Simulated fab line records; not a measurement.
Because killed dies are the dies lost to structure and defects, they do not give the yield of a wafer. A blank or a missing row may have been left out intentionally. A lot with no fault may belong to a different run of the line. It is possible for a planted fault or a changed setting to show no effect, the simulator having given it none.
fab line records ; flow n5-finfet
record lots=24; wafers=72; last-day=19
route steps=1938 shown BEOL_M8@1366 BEOL_M9@1434
lots that met no fault: from a run of the same line without faults
start-h: hours from the record's opening day to when the first of the lot's shown wafers began ; wait-h: hours from the lot's prior step to this one ; " identical to the entry in the row above ; L1.1+2: a single row standing in for several wafers ; - no value present, or no start provided ; * or withheld: withheld ; < > ~ a bound
route shown NAME@n: NAME is a module with steps in the file, n the number in the route of the first one ; usual: average and standard deviation across the fault-free wafers ; same: alike in all rows ; chamber/n: place in a boat ; sites: per-site readings ; _std_site: their standard deviation ; _edge_site: inner sites' mean taken away from outer sites' mean ; radius-mm: how far each site lies from the wafer's centre ; mask NAME#n: copy n ; behind: the tool/chamber that last shaped the wafer ; hold: reason for holding the lot/hours on hold/outcome of the hold ; device: the n, p or np transistor that did not switch ; end of line: at the end of the route, the tests of the same wafers ; step lacking rows: just its recipe ; killed: at the first sort, the dies lost to defects and structure; wafer yield is something else ; map: a wafer's dies, marking killed ones x, the rest . and places with no die _
set.NAME: the setting the step ran with; set.NAME@STEP: the setting that earlier step ran with ; model.NAME: the simulator's own value behind a step, which no gauge read
one table for each step of the route and one row for each wafer, over a sample of lots
services: a tool's chamber out of use, with start hour (start-h, from the record's first day; less than 0 if before it), hours out, and reason
## steps
# step N5_BEOL_M8_OVL_MEAS_29
# recipe points-per-wafer=522
# usual V7_OVL=-0.1/0.77
lot.wafer;tool;chamber;start-h;wait-h;V7_OVL[nm]
L075.1;overlay-01;0;226.05;0.0;0.3
L075.2;overlay-01;0;226.05;0.0;-1.0
L075.6;overlay-01;0;226.05;0.0;0.2
L074.2;overlay-01;0;226.19;0.0;-1.4
L074.3;overlay-01;0;226.19;0.0;0.7
L074.5;overlay-01;0;226.19;0.0;-0.3
L076.1;overlay-01;0;238.89;0.0;0.0
L076.3;overlay-01;0;238.89;0.0;0.3
L076.6;overlay-01;0;238.89;0.0;-0.1
L080.2;overlay-02;0;245.52;0.0;-0.6
L080.5;overlay-02;0;245.52;0.0;0.5
L080.6;overlay-02;0;245.52;0.0;0.0
L078.1;overlay-02;0;245.72;0.0;0.7
L078.3;overlay-02;0;245.72;0.0;0.4
L078.5;overlay-02;0;245.72;0.0;0.1
L077.1;overlay-01;0;245.90;0.0;0.3
L077.4;overlay-01;0;245.90;0.0;0.5
L077.5;overlay-01;0;245.90;0.0;-0.6
L079.1;overlay-01;0;258.11;0.0;-0.6
L079.4;overlay-01;0;258.11;0.0;0.1
L079.6;overlay-01;0;258.11;0.0;1.0
L081.1;overlay-01;0;275.29;0.0;-0.5
L081.3;overlay-01;0;275.29;0.0;-0.4
L081.6;overlay-01;0;275.29;0.0;-0.3
L082.2;overlay-01;0;277.78;0.0;0.1
L082.4;overlay-01;0;277.78;0.0;-0.8
L082.5;overlay-01;0;277.78;0.0;-0.3
L083.1;overlay-02;0;287.73;0.0;0.5
L083.4;overlay-02;0;287.73;0.0;0.4
L083.5;overlay-02;0;287.73;0.0;1.3
L084.1;overlay-02;0;288.13;0.0;-1.6
L084.5;overlay-02;0;288.13;0.0;-0.7
L084.6;overlay-02;0;288.13;0.0;-1.0
L086.1;overlay-02;0;316.93;0.0;-0.9
L086.2;overlay-02;0;316.93;0.0;0.0
L086.4;overlay-02;0;316.93;0.0;-1.3
L085.1;overlay-02;0;317.10;0.0;-0.1
L085.4;overlay-02;0;317.10;0.0;-0.4
L085.5;overlay-02;0;317.10;0.0;0.0
L088.2;overlay-01;0;319.98;0.0;1.1
L088.3;overlay-01;0;319.98;0.0;0.7
L088.5;overlay-01;0;319.98;0.0;-0.4
L087.1;overlay-02;0;328.73;0.0;0.5
L087.5;overlay-02;0;328.73;0.0;1.0
L087.6;overlay-02;0;328.73;0.0;0.1
L089.1;overlay-02;0;331.28;0.0;-1.2
L089.3;overlay-02;0;331.28;0.0;-0.9
L089.4;overlay-02;0;331.28;0.0;-0.5
L093.2;overlay-02;0;331.51;0.0;-1.3
L093.3;overlay-02;0;331.51;0.0;-1.2
L093.5;overlay-02;0;331.51;0.0;-2.1
L091.1;overlay-02;0;338.60;0.0;-0.4
L091.2;overlay-02;0;338.60;0.0;0.0
L091.4;overlay-02;0;338.60;0.0;-0.6
L090.4;overlay-02;0;340.29;0.0;0.2
L090.5;overlay-02;0;340.29;0.0;0.3
L090.6;overlay-02;0;340.29;0.0;-0.2
L095.1;overlay-01;0;347.69;0.0;-1.2
L095.3;overlay-01;0;347.69;0.0;-1.2
L095.5;overlay-01;0;347.69;0.0;-0.4
L094.1;overlay-01;0;349.16;0.0;-2.0
L094.2;overlay-01;0;349.16;0.0;-1.3
L094.3;overlay-01;0;349.16;0.0;-1.3
L092.4;overlay-02;0;349.22;0.0;-0.8
L092.5;overlay-02;0;349.22;0.0;-0.1
L092.6;overlay-02;0;349.22;0.0;-1.1
L096.1;overlay-02;0;374.30;0.0;0.5
L096.5;overlay-02;0;374.30;0.0;-0.5
L096.6;overlay-02;0;374.30;0.0;-0.4
L097.1;overlay-02;0;395.01;0.0;0.9
L097.3;overlay-02;0;395.01;0.0;1.2
L097.5;overlay-02;0;395.01;0.0;1.2
# step N5_BEOL_M8_INSPECT_30
# recipe mode=adi; inspect-instrument=brightfield
# usual raw-defect-count=423/120
lot.wafer;tool;chamber;start-h;wait-h;raw-defect-count
L075.1;defect-inspect-02;-;226.11;0.1;362
L075.2;defect-inspect-02;-;226.11;0.1;377
L075.6;defect-inspect-02;-;226.11;0.1;534
L074.2;defect-inspect-02;-;226.25;0.0;348
L074.3;defect-inspect-02;-;226.25;0.0;429
L074.5;defect-inspect-02;-;226.25;0.0;383
L076.1;defect-inspect-02;-;238.94;0.1;385
L076.3;defect-inspect-02;-;238.94;0.1;461
L076.6;defect-inspect-02;-;238.94;0.1;294
L080.2;defect-inspect-02;-;245.57;0.0;422
L080.5;defect-inspect-02;-;245.57;0.0;555
L080.6;defect-inspect-02;-;245.57;0.0;435
L078.1;defect-inspect-02;-;245.78;0.1;518
L078.3;defect-inspect-02;-;245.78;0.1;482
L078.5;defect-inspect-02;-;245.78;0.1;481
L077.1;defect-inspect-02;-;245.96;0.1;416
L077.4;defect-inspect-02;-;245.96;0.1;466
L077.5;defect-inspect-02;-;245.96;0.1;532
L079.1;defect-inspect-01;-;258.17;0.1;389
L079.4;defect-inspect-01;-;258.17;0.1;434
L079.6;defect-inspect-01;-;258.17;0.1;445
L081.1;defect-inspect-01;-;275.35;0.1;595
L081.3;defect-inspect-01;-;275.35;0.1;414
L081.6;defect-inspect-01;-;275.35;0.1;580
L082.2;defect-inspect-01;-;277.83;0.0;535
L082.4;defect-inspect-01;-;277.83;0.0;338
L082.5;defect-inspect-01;-;277.83;0.0;337
L083.1;defect-inspect-01;-;287.79;0.1;394
L083.4;defect-inspect-01;-;287.79;0.1;325
L083.5;defect-inspect-01;-;287.79;0.1;301
L084.1;defect-inspect-01;-;288.19;0.1;461
L084.5;defect-inspect-01;-;288.19;0.1;544
L084.6;defect-inspect-01;-;288.19;0.1;447
L086.1;defect-inspect-02;-;316.99;0.1;390
L086.2;defect-inspect-02;-;316.99;0.1;329
L086.4;defect-inspect-02;-;316.99;0.1;304
L085.1;defect-inspect-02;-;317.16;0.1;288
L085.4;defect-inspect-02;-;317.16;0.1;258
L085.5;defect-inspect-02;-;317.16;0.1;387
L088.2;defect-inspect-01;-;320.03;0.0;462
L088.3;defect-inspect-01;-;320.03;0.0;403
L088.5;defect-inspect-01;-;320.03;0.0;385
L087.1;defect-inspect-01;-;328.79;0.1;401
L087.5;defect-inspect-01;-;328.79;0.1;567
L087.6;defect-inspect-01;-;328.79;0.1;566
L089.1;defect-inspect-01;-;331.34;0.1;286
L089.3;defect-inspect-01;-;331.34;0.1;373
L089.4;defect-inspect-01;-;331.34;0.1;279
L093.2;defect-inspect-01;-;331.56;0.0;471
L093.3;defect-inspect-01;-;331.56;0.0;391
L093.5;defect-inspect-01;-;331.56;0.0;400
L091.1;defect-inspect-01;-;338.66;0.1;515
L091.2;defect-inspect-01;-;338.66;0.1;1375
L091.4;defect-inspect-01;-;338.66;0.1;683
L090.4;defect-inspect-01;-;340.33;0.0;319
L090.5;defect-inspect-01;-;340.33;0.0;332
L090.6;defect-inspect-01;-;340.33;0.0;355
L095.1;defect-inspect-01;-;347.75;0.1;258
L095.3;defect-inspect-01;-;347.75;0.1;293
L095.5;defect-inspect-01;-;347.75;0.1;378
L094.1;defect-inspect-02;-;349.21;0.1;461
L094.2;defect-inspect-02;-;349.21;0.1;388
L094.3;defect-inspect-02;-;349.21;0.1;432
L092.4;defect-inspect-01;-;349.26;0.0;499
L092.5;defect-inspect-01;-;349.26;0.0;420
L092.6;defect-inspect-01;-;349.26;0.0;371
L096.1;defect-inspect-01;-;374.36;0.1;478
L096.5;defect-inspect-01;-;374.36;0.1;472
L096.6;defect-inspect-01;-;374.36;0.1;271
L097.1;defect-inspect-01;-;395.07;0.1;410
L097.3;defect-inspect-01;-;395.07;0.1;395
L097.5;defect-inspect-01;-;395.07;0.1;488
# step N5_BEOL_M8_TRENCH_ETCH_37
# recipe chemistry=C4F6/O2; target-depth-a=934.78; target=SiCOH_lowk; time-s=31.2; ion-energy-ev=250; pressure-mtorr=30; source-w=345; bias-w=185; Ar_flow_sccm=300; C4F6_flow_sccm=10; O2_flow_sccm=10
# usual C4F6_flow_sccm=10.001/0.029; drypump-motor-current-A=5.5/0.39; oes_ar_750_au=0.82/0.066; oes-product-au=0.82/0.066; rf-vpp-V=662/9.9; showerhead-plenum-p-Torr=2.87/0.11; throttle-valve-pct=20.90/0.17
lot.wafer;tool;chamber;start-h;wait-h;C4F6_flow_sccm;drypump-motor-current-A;oes_ar_750_au;oes-product-au;rf-hours-counter-h;rf-vpp-V;showerhead-plenum-p-Torr;throttle-valve-pct
L075.1;rie-diel-01;0;-;-;9.967;5.5;0.85;0.87;32;672;2.80;20.90
L075.2;rie-diel-01;1;-;-;9.991;5.3;0.88;0.89;20;665;2.91;20.73
L075.6;rie-diel-01;0;-;-;9.964;5.4;0.85;0.87;-;672;2.80;20.91
L074.2;rie-diel-03;1;-;-;9.993;5.3;0.88;0.88;49;664;3.02;20.61
L074.3;rie-diel-03;2;-;-;10.005;5.6;0.75;0.75;137;653;2.74;21.07
L074.5;rie-diel-03;1;-;-;10.029;5.3;0.88;0.88;-;664;3.02;20.62
L076.1;rie-diel-04;3;-;-;9.950;5.9;0.90;0.89;27;652;3.01;20.91
L076.3;rie-diel-04;0;-;-;10.025;5.1;0.93;0.93;6;664;2.81;20.95
L076.6;rie-diel-04;0;-;-;10.031;5.1;0.93;0.93;-;664;2.81;20.94
L080.2;rie-diel-04;2;-;-;9.998;5.4;0.78;0.78;114;664;2.87;20.67
L080.5;rie-diel-04;3;-;-;10.013;5.9;0.89;0.89;-;652;3.01;20.91
L080.6;rie-diel-04;0;-;-;10.018;5.1;0.92;0.92;-;662;2.81;20.95
L078.1;rie-diel-04;1;-;-;9.992;6.5;0.84;0.85;71;672;2.78;21.26
L078.3;rie-diel-04;0;-;-;9.956;5.1;0.92;0.92;8;663;2.81;20.97
L078.5;rie-diel-04;0;-;-;9.994;5.2;0.92;0.93;-;664;2.81;20.97
L077.1;rie-diel-01;1;-;-;10.044;5.2;0.87;0.88;25;664;2.90;20.73
L077.4;rie-diel-01;2;-;-;10.011;6.0;0.97;0.98;6;654;3.03;20.86
L077.5;rie-diel-01;3;-;-;10.030;5.0;0.87;0.86;-;658;2.89;20.71
L079.1;rie-diel-04;3;-;-;10.007;5.9;0.89;0.89;33;651;3.00;20.91
L079.4;rie-diel-04;0;-;-;10.039;5.1;0.90;0.91;12;666;2.81;20.96
L079.6;rie-diel-04;2;-;-;10.047;5.4;0.77;0.78;-;666;2.87;20.69
L081.1;rie-diel-04;3;-;-;9.997;5.9;0.88;0.87;39;649;3.00;20.92
L081.3;rie-diel-04;1;-;-;9.961;6.5;0.83;0.84;81;672;2.78;21.29
L081.6;rie-diel-04;3;-;-;10.003;5.9;0.89;0.88;-;651;3.00;20.92
L082.2;rie-diel-03;0;-;-;10.042;5.4;0.73;0.73;162;687;2.73;20.94
L082.4;rie-diel-03;3;-;-;10.025;5.5;0.75;0.76;119;651;2.96;20.73
L082.5;rie-diel-03;1;-;-;9.963;5.3;0.85;0.85;-;664;3.01;20.65
L083.1;rie-diel-01;2;-;-;10.019;6.0;0.92;0.94;20;652;3.02;20.90
L083.4;rie-diel-01;2;-;-;10.019;5.9;0.94;0.93;-;653;3.02;20.91
L083.5;rie-diel-01;0;-;-;10.045;5.5;0.82;0.84;-;672;2.79;20.91
L084.1;rie-diel-01;0;-;-;9.971;5.5;0.82;0.84;53;673;2.79;20.93
L084.5;rie-diel-01;0;-;-;9.999;5.5;0.82;0.83;-;672;2.79;20.93
L084.6;rie-diel-01;2;-;-;10.007;6.0;0.94;0.93;-;650;3.02;20.88
L086.1;rie-diel-01;3;-;-;10.017;5.0;0.84;0.84;80;658;2.87;20.72
L086.2;rie-diel-01;0;-;-;10.026;5.5;0.81;0.82;63;672;2.78;20.94
L086.4;rie-diel-01;1;-;-;10.005;5.2;0.84;0.84;48;663;2.89;20.76
L085.1;rie-diel-01;2;-;-;9.989;6.0;0.91;0.90;30;651;3.02;20.90
L085.4;rie-diel-01;1;-;-;10.009;5.3;0.83;0.85;49;664;2.89;20.78
L085.5;rie-diel-01;1;-;-;9.974;5.3;0.83;0.84;-;663;2.89;20.75
L088.2;rie-diel-03;0;-;-;9.990;5.4;0.73;0.72;176;686;2.72;20.96
L088.3;rie-diel-03;3;-;-;10.056;5.5;0.75;0.74;131;650;2.96;20.76
L088.5;rie-diel-03;3;-;-;10.020;5.5;0.75;0.74;-;652;2.96;20.74
L087.1;rie-diel-04;3;-;-;10.035;5.9;0.86;0.84;57;652;2.99;20.96
L087.5;rie-diel-04;0;-;-;10.020;5.1;0.86;0.85;-;662;2.80;20.99
L087.6;rie-diel-04;3;-;-;10.017;5.9;0.85;0.84;-;651;2.99;20.96
L089.1;rie-diel-03;0;-;-;10.035;5.3;0.72;0.72;181;687;2.72;20.97
L089.3;rie-diel-03;3;-;-;9.981;5.5;0.74;0.73;136;651;2.96;20.74
L089.4;rie-diel-03;2;-;-;10.041;5.6;0.72;0.72;172;654;2.73;21.12
L093.2;rie-diel-03;0;-;-;10.007;5.4;0.73;0.72;181;684;2.72;20.97
L093.3;rie-diel-03;3;-;-;9.985;5.5;0.74;0.73;136;652;2.96;20.75
L093.5;rie-diel-03;2;-;-;10.075;5.6;0.72;0.72;-;653;2.73;21.11
L091.1;rie-diel-04;0;-;-;9.960;5.1;0.85;0.85;40;663;2.79;21.00
L091.2;rie-diel-04;3;-;-;10.020;5.9;0.84;0.85;62;651;2.99;20.96
L091.4;rie-diel-04;3;-;-;10.028;5.9;0.85;0.85;-;651;2.99;20.96
L090.4;rie-diel-03;0;-;-;10.033;5.3;0.72;0.72;184;685;2.72;20.97
L090.5;rie-diel-03;0;-;-;10.040;5.3;0.72;0.73;-;686;2.72;20.96
L090.6;rie-diel-03;1;-;-;9.961;5.3;0.83;0.82;-;662;3.00;20.69
L095.1;rie-diel-04;2;-;-;9.974;5.4;0.76;0.77;139;662;2.86;20.72
L095.3;rie-diel-04;3;-;-;10.011;5.9;0.84;0.83;65;651;2.99;20.97
L095.5;rie-diel-04;2;-;-;10.029;5.4;0.76;0.77;-;661;2.86;20.71
L094.1;rie-diel-01;3;-;-;9.971;5.0;0.82;0.83;92;658;2.87;20.78
L094.2;rie-diel-01;2;-;-;9.975;5.9;0.88;0.88;42;650;3.01;20.90
L094.3;rie-diel-01;0;-;-;9.997;5.5;0.79;0.81;75;673;2.78;20.96
L092.4;rie-diel-03;1;-;-;10.002;5.3;0.83;0.82;93;662;3.00;20.67
L092.5;rie-diel-03;0;-;-;10.030;5.4;0.73;0.71;-;686;2.72;20.97
L092.6;rie-diel-03;1;-;-;10.018;5.3;0.83;0.83;-;662;3.00;20.68
L096.1;rie-diel-01;1;-;-;10.019;5.2;0.80;0.82;69;663;2.88;20.80
L096.5;rie-diel-01;1;-;-;9.998;5.2;0.81;0.82;-;663;2.88;20.80
L096.6;rie-diel-01;2;-;-;9.966;6.0;0.87;0.87;-;652;3.01;20.92
L097.1;rie-diel-03;2;-;-;10.042;5.6;0.71;0.71;193;653;2.72;21.15
L097.3;rie-diel-03;3;-;-;9.976;5.5;0.73;0.72;157;651;2.95;20.78
L097.5;rie-diel-03;2;-;-;9.978;5.6;0.71;0.71;-;652;2.72;21.15
# step N5_BEOL_M8_CURE_75
# recipe temp-c=370; time-s=120; ambient=DMADMS/He; material=SiCOH_lowk
# usual lamp-power-pct=52.31/0.052; wafer_temp_C_max=371.5/0.46
lot.wafer;tool;chamber;start-h;wait-h;lamp-power-pct;wafer_temp_C_max
L075.1;uv-cure-01;2;226.77;0.0;52.36;371.2
L075.2;uv-cure-01;2;226.77;0.0;52.25;371.1
L075.6;uv-cure-01;2;226.77;0.0;52.36;371.2
L074.2;uv-cure-01;0;227.25;0.1;52.37;371.5
L074.3;uv-cure-01;0;227.25;0.1;52.40;371.6
L074.5;uv-cure-01;0;227.25;0.1;52.23;371.0
L076.1;uv-cure-02;2;239.71;0.0;52.26;371.8
L076.3;uv-cure-02;2;239.71;0.0;52.23;371.7
L076.6;uv-cure-02;2;239.71;0.0;52.37;371.6
L080.2;uv-cure-03;1;246.28;0.1;52.33;371.0
L080.5;uv-cure-03;1;246.28;0.1;52.21;371.3
L080.6;uv-cure-03;1;246.28;0.1;52.28;370.9
L078.1;uv-cure-02;0;246.62;0.0;52.37;371.7
L078.3;uv-cure-02;0;246.62;0.0;52.31;371.9
L078.5;uv-cure-02;0;246.62;0.0;52.31;372.5
L077.1;uv-cure-03;2;246.63;0.0;52.32;371.4
L077.4;uv-cure-03;2;246.63;0.0;52.36;371.7
L077.5;uv-cure-03;2;246.63;0.0;52.34;371.4
L079.1;uv-cure-03;1;259.06;0.0;52.23;370.8
L079.4;uv-cure-03;1;259.06;0.0;52.28;371.2
L079.6;uv-cure-03;1;259.06;0.0;52.27;371.4
L081.1;uv-cure-01;0;276.01;0.0;52.36;371.2
L081.3;uv-cure-01;0;276.01;0.0;52.29;371.3
L081.6;uv-cure-01;0;276.01;0.0;52.30;371.2
L082.2;uv-cure-03;0;278.55;0.1;52.36;371.5
L082.4;uv-cure-03;0;278.55;0.1;52.32;371.0
L082.5;uv-cure-03;0;278.55;0.1;52.26;371.3
L083.1;uv-cure-03;2;288.64;0.2;52.27;371.8
L083.4;uv-cure-03;2;288.64;0.2;52.31;371.4
L083.5;uv-cure-03;2;288.64;0.2;52.30;371.4
L084.1;uv-cure-02;0;288.86;0.0;52.29;371.7
L084.5;uv-cure-02;0;288.86;0.0;52.34;372.4
L084.6;uv-cure-02;0;288.86;0.0;52.30;371.4
L086.1;uv-cure-01;0;317.64;0.0;52.26;371.9
L086.2;uv-cure-01;0;317.64;0.0;52.15;371.3
L086.4;uv-cure-01;0;317.64;0.0;52.30;370.9
L085.1;uv-cure-03;0;318.45;0.0;52.32;371.2
L085.4;uv-cure-03;0;318.45;0.0;52.37;372.0
L085.5;uv-cure-03;0;318.45;0.0;52.31;371.6
L088.2;uv-cure-01;2;320.74;0.1;52.27;371.3
L088.3;uv-cure-01;2;320.74;0.1;52.33;371.0
L088.5;uv-cure-01;2;320.74;0.1;52.40;371.1
L087.1;uv-cure-03;1;329.45;0.0;52.34;371.0
L087.5;uv-cure-03;1;329.45;0.0;52.28;371.0
L087.6;uv-cure-03;1;329.45;0.0;52.21;371.3
L089.1;uv-cure-02;0;332.23;0.2;52.31;372.4
L089.3;uv-cure-02;0;332.23;0.2;52.27;372.0
L089.4;uv-cure-02;0;332.23;0.2;52.31;372.3
L093.2;uv-cure-02;1;332.58;0.2;52.39;372.2
L093.3;uv-cure-02;1;332.58;0.2;52.30;371.6
L093.5;uv-cure-02;1;332.58;0.2;52.42;373.6
L091.1;uv-cure-01;1;339.47;0.0;52.30;371.8
L091.2;uv-cure-01;1;339.47;0.0;52.32;371.7
L091.4;uv-cure-01;1;339.47;0.0;52.27;372.0
L090.4;uv-cure-02;2;341.14;0.2;52.31;371.7
L090.5;uv-cure-02;2;341.14;0.2;52.30;371.3
L090.6;uv-cure-02;2;341.14;0.2;52.27;371.8
L095.1;uv-cure-02;0;348.41;0.0;52.28;372.0
L095.3;uv-cure-02;0;348.41;0.0;52.28;371.6
L095.5;uv-cure-02;0;348.41;0.0;52.30;371.6
L094.1;uv-cure-03;1;349.88;0.0;52.34;371.7
L094.2;uv-cure-03;1;349.88;0.0;52.26;371.4
L094.3;uv-cure-03;1;349.88;0.0;52.27;371.1
L092.4;uv-cure-01;2;350.10;0.2;52.21;371.4
L092.5;uv-cure-01;2;350.10;0.2;52.32;371.3
L092.6;uv-cure-01;2;350.10;0.2;52.30;371.3
L096.1;uv-cure-01;0;375.02;0.0;52.36;371.1
L096.5;uv-cure-01;0;375.02;0.0;52.32;371.0
L096.6;uv-cure-01;0;375.02;0.0;52.32;371.5
L097.1;uv-cure-01;2;396.04;0.0;52.35;371.0
L097.3;uv-cure-01;2;396.04;0.0;52.36;371.2
L097.5;uv-cure-01;2;396.04;0.0;52.34;371.1
# step N5_BEOL_M8_ANNEAL_51
# recipe temp-c=225; time-s=90; ambient=N2
# usual wafer_temp_C_max=226.1/0.3
lot.wafer;tool;chamber;start-h;wait-h;wafer_temp_C_max
L075.1;rtp-anneal-01;0;229.49;0.1;225.7
L075.2;rtp-anneal-01;0;229.49;0.1;225.9
L075.6;rtp-anneal-01;0;229.49;0.1;226.0
L074.2;rtp-anneal-01;0;231.39;0.3;225.9
L074.3;rtp-anneal-01;0;231.39;0.3;225.8
L074.5;rtp-anneal-01;0;231.39;0.3;225.9
L076.1;rtp-anneal-02;0;241.36;0.3;226.4
L076.3;rtp-anneal-02;0;241.36;0.3;226.5
L076.6;rtp-anneal-02;0;241.36;0.3;226.1
L080.2;rtp-anneal-02;0;249.91;0.3;226.7
L080.5;rtp-anneal-02;0;249.91;0.3;226.6
L080.6;rtp-anneal-02;0;249.91;0.3;226.4
L078.1;rtp-anneal-01;0;250.27;0.1;226.2
L078.3;rtp-anneal-01;0;250.27;0.1;226.1
L078.5;rtp-anneal-01;0;250.27;0.1;226.0
L077.1;rtp-anneal-02;0;250.70;0.1;226.1
L077.4;rtp-anneal-02;0;250.70;0.1;226.4
L077.5;rtp-anneal-02;0;250.70;0.1;226.1
L079.1;rtp-anneal-01;0;260.74;0.1;225.9
L079.4;rtp-anneal-01;0;260.74;0.1;225.9
L079.6;rtp-anneal-01;0;260.74;0.1;226.2
L081.1;rtp-anneal-02;0;278.80;0.1;226.1
L081.3;rtp-anneal-02;0;278.80;0.1;226.0
L081.6;rtp-anneal-02;0;278.80;0.1;226.1
L082.2;rtp-anneal-02;0;279.79;0.1;226.9
L082.4;rtp-anneal-02;0;279.79;0.1;225.8
L082.5;rtp-anneal-02;0;279.79;0.1;226.2
L083.1;rtp-anneal-02;0;293.78;0.1;226.4
L083.4;rtp-anneal-02;0;293.78;0.1;226.6
L083.5;rtp-anneal-02;0;293.78;0.1;226.4
L084.1;rtp-anneal-01;0;294.19;0.1;226.2
L084.5;rtp-anneal-01;0;294.19;0.1;226.5
L084.6;rtp-anneal-01;0;294.19;0.1;226.2
L086.1;rtp-anneal-01;0;319.59;0.2;226.3
L086.2;rtp-anneal-01;0;319.59;0.2;226.5
L086.4;rtp-anneal-01;0;319.59;0.2;226.3
L085.1;rtp-anneal-01;0;320.66;0.1;226.6
L085.4;rtp-anneal-01;0;320.66;0.1;226.1
L085.5;rtp-anneal-01;0;320.66;0.1;226.0
L088.2;rtp-anneal-01;0;323.24;0.7;226.2
L088.3;rtp-anneal-01;0;323.24;0.7;225.7
L088.5;rtp-anneal-01;0;323.24;0.7;226.2
L087.1;rtp-anneal-01;0;331.76;0.1;226.2
L087.5;rtp-anneal-01;0;331.76;0.1;225.9
L087.6;rtp-anneal-01;0;331.76;0.1;226.0
L089.1;rtp-anneal-02;0;333.98;0.5;225.6
L089.3;rtp-anneal-02;0;333.98;0.5;226.4
L089.4;rtp-anneal-02;0;333.98;0.5;226.6
L093.2;rtp-anneal-01;0;334.44;0.1;225.8
L093.3;rtp-anneal-01;0;334.44;0.1;226.1
L093.5;rtp-anneal-01;0;334.44;0.1;226.4
L091.1;rtp-anneal-02;0;342.18;1.2;226.0
L091.2;rtp-anneal-02;0;342.18;1.2;225.9
L091.4;rtp-anneal-02;0;342.18;1.2;226.8
L090.4;rtp-anneal-01;0;344.18;1.4;226.0
L090.5;rtp-anneal-01;0;344.18;1.4;225.8
L090.6;rtp-anneal-01;0;344.18;1.4;225.7
L095.1;rtp-anneal-02;0;350.85;0.1;225.8
L095.3;rtp-anneal-02;0;350.85;0.1;225.7
L095.5;rtp-anneal-02;0;350.85;0.1;226.2
L094.1;rtp-anneal-01;0;351.35;0.3;225.8
L094.2;rtp-anneal-01;0;351.35;0.3;225.8
L094.3;rtp-anneal-01;0;351.35;0.3;225.9
L092.4;rtp-anneal-01;0;353.31;0.2;226.1
L092.5;rtp-anneal-01;0;353.31;0.2;226.0
L092.6;rtp-anneal-01;0;353.31;0.2;225.9
L096.1;rtp-anneal-01;0;380.36;0.1;225.7
L096.5;rtp-anneal-01;0;380.36;0.1;226.0
L096.6;rtp-anneal-01;0;380.36;0.1;225.8
L097.1;rtp-anneal-02;0;399.37;0.5;226.4
L097.3;rtp-anneal-02;0;399.37;0.5;226.6
L097.5;rtp-anneal-02;0;399.37;0.5;225.9
# step N5_BEOL_M9_CD_MEAS_28
# recipe target-cd-nm=70; landing-energy-ev=500; detector=se-inlens; polarity=opening
# usual cd-nm=69.95/0.23
lot.wafer;tool;chamber;start-h;wait-h;cd-nm
L075.1;cd-sem-01;0;232.91;-;70.00
L075.2;cd-sem-01;0;232.91;-;69.88
L075.6;cd-sem-01;0;232.91;-;69.93
L074.2;cd-sem-03;0;235.58;-;70.18
L074.3;cd-sem-03;0;235.58;-;69.78
L074.5;cd-sem-03;0;235.58;-;69.83
L076.1;cd-sem-02;0;245.36;-;70.31
L076.3;cd-sem-02;0;245.36;-;70.15
L076.6;cd-sem-02;0;245.36;-;69.75
L080.2;cd-sem-01;0;253.56;-;69.76
L080.5;cd-sem-01;0;253.56;-;69.90
L080.6;cd-sem-01;0;253.56;-;69.57
L078.1;cd-sem-03;0;255.90;-;70.42
L078.3;cd-sem-03;0;255.90;-;70.12
L078.5;cd-sem-03;0;255.90;-;70.27
L077.1;cd-sem-02;0;257.89;-;69.98
L077.4;cd-sem-02;0;257.89;-;69.80
L077.5;cd-sem-02;0;257.89;-;69.91
L079.1;cd-sem-02;0;269.92;-;69.65
L079.4;cd-sem-02;0;269.92;-;70.10
L079.6;cd-sem-02;0;269.92;-;69.69
L081.1;cd-sem-02;0;284.43;-;69.89
L081.3;cd-sem-02;0;284.43;-;70.22
L081.6;cd-sem-02;0;284.43;-;70.25
L082.2;cd-sem-02;0;284.60;-;69.77
L082.4;cd-sem-02;0;284.60;-;69.77
L082.5;cd-sem-02;0;284.60;-;69.97
L083.1;cd-sem-02;0;300.87;-;70.13
L083.4;cd-sem-02;0;300.87;-;70.09
L083.5;cd-sem-02;0;300.87;-;69.35
L084.1;cd-sem-02;0;300.91;-;69.98
L084.5;cd-sem-02;0;300.91;-;70.43
L084.6;cd-sem-02;0;300.91;-;69.58
L086.1;cd-sem-01;0;323.36;-;70.11
L086.2;cd-sem-01;0;323.36;-;70.01
L086.4;cd-sem-01;0;323.36;-;70.01
L085.1;cd-sem-02;0;324.00;-;69.90
L085.4;cd-sem-02;0;324.00;-;69.80
L085.5;cd-sem-02;0;324.00;-;69.80
L088.2;cd-sem-02;0;328.80;-;69.97
L088.3;cd-sem-02;0;328.80;-;70.09
L088.5;cd-sem-02;0;328.80;-;69.90
L087.1;cd-sem-01;0;338.32;-;70.22
L087.5;cd-sem-01;0;338.32;-;69.68
L087.6;cd-sem-01;0;338.32;-;70.15
L089.1;cd-sem-03;0;338.36;-;69.82
L089.3;cd-sem-03;0;338.36;-;70.12
L089.4;cd-sem-03;0;338.36;-;69.67
L093.2;cd-sem-02;0;338.40;-;69.96
L093.3;cd-sem-02;0;338.40;-;69.81
L093.5;cd-sem-02;0;338.40;-;70.05
L091.1;cd-sem-02;0;346.98;-;70.02
L091.2;cd-sem-02;0;346.98;-;69.76
L091.4;cd-sem-02;0;346.98;-;70.42
L090.4;cd-sem-02;0;350.17;-;70.16
L090.5;cd-sem-02;0;350.17;-;70.09
L090.6;cd-sem-02;0;350.17;-;70.01
L094.1;cd-sem-02;0;359.15;-;70.03
L094.2;cd-sem-02;0;359.15;-;69.75
L094.3;cd-sem-02;0;359.15;-;70.21
L092.4;cd-sem-01;0;359.32;-;70.10
L092.5;cd-sem-01;0;359.32;-;70.28
L092.6;cd-sem-01;0;359.32;-;69.89
L095.1;cd-sem-03;0;359.48;-;70.19
L095.3;cd-sem-03;0;359.48;-;69.98
L095.5;cd-sem-03;0;359.48;-;70.40
L096.1;cd-sem-01;0;385.46;-;69.42
L096.5;cd-sem-01;0;385.46;-;70.18
L096.6;cd-sem-01;0;385.46;-;69.95
L097.1;cd-sem-01;0;408.52;-;70.12
L097.3;cd-sem-01;0;408.52;-;70.32
L097.5;cd-sem-01;0;408.52;-;70.04
## services
tool;chamber;start-h;hours;kind
rie-diel-01;2;208.41;-;clean
rie-diel-01;2;208.41;-;consumable-replace:focus-ring
rie-diel-01;2;208.41;-;consumable-replace:showerhead
rie-diel-01;2;208.41;16.5;scheduled-down
rie-diel-01;2;208.41;16.5;vent-cycle
uv-cure-03;-;223.44;1.0;pm
rie-diel-01;2;246.55;8.5;repair
uv-cure-01;-;260.68;1.3;repair
uv-cure-02;-;275.49;9.4;repair
rie-diel-01;1;287.24;4.2;repair
rie-diel-03;3;307.29;5.7;repair
rie-diel-04;2;323.48;19.8;repair
uv-cure-01;-;330.93;2.8;pm
uv-cure-01;-;355.45;0.7;repair
rie-diel-03;1;365.16;4.2;repair
rie-diel-01;-;366.85;0.9;repair
rie-diel-03;2;375.72;4.9;repair
rie-diel-04;-;381.01;2.8;pm
## key
fault none
